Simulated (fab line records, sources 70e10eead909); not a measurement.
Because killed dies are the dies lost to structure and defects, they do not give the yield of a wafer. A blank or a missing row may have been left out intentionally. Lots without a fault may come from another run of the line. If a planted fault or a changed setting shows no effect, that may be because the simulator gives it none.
Chamber matching -- flow nandHarc -- NHARC_A_BONDPAD_DESCUM_11 on rieDiel-07: 4 sister chambers
The step chemistry O2, time 3 s. 4 wafers are shown with their chamber, then 11 later ones without.

== WAFERS, EACH WITH ITS CHAMBER ==
wafer,chamber,drypumpMotorCurrentA (A)
L658.4,1,6.3
L659.1,2,6.1
L659.6,0,5.7
L670.1,3,5.9

== WAFERS WITHOUT THEIR CHAMBER ==
wafer,drypumpMotorCurrentA (A)
L670.4,6.3
L670.5,5.7
L668.1,6.1
L668.2,5.7
L668.5,5.9
L672.1,6.3
L672.5,6.2
L672.6,6.1
L671.2,6.1
L671.5,6.1
L671.6,5.9

== WHICH CHAMBER EACH ONE RAN IN ==
wafer,from the rows above,in truth
L670.4,1,1
L670.5,0,0
L668.1,2,2
L668.2,0,0
L668.5,3,3
L672.1,1,1
L672.5,can't be placed: 1 or 2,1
L672.6,2,2
L671.2,2,2
L671.5,2,2
L671.6,3,3
Placed correctly: 10 of 11. Can't be placed from these rows: 1 (the true chamber is among the candidates in 1). Placed wrongly: 0.
How it was worked out, from the rows above alone: a wafer's distance from a chamber is the root of the sum, over the readings, of the square of ((its reading less the chamber's mean) divided by the reading's scatter). The wafer belongs to the nearest chamber; if the next one is less than 2 further off, it can't be placed. The mean given for a chamber averages the wafers shown for that chamber. The scatter (one wafer shown for each chamber): square how far every hidden wafer sits from the nearest shown wafer, average those squares and take the square root.
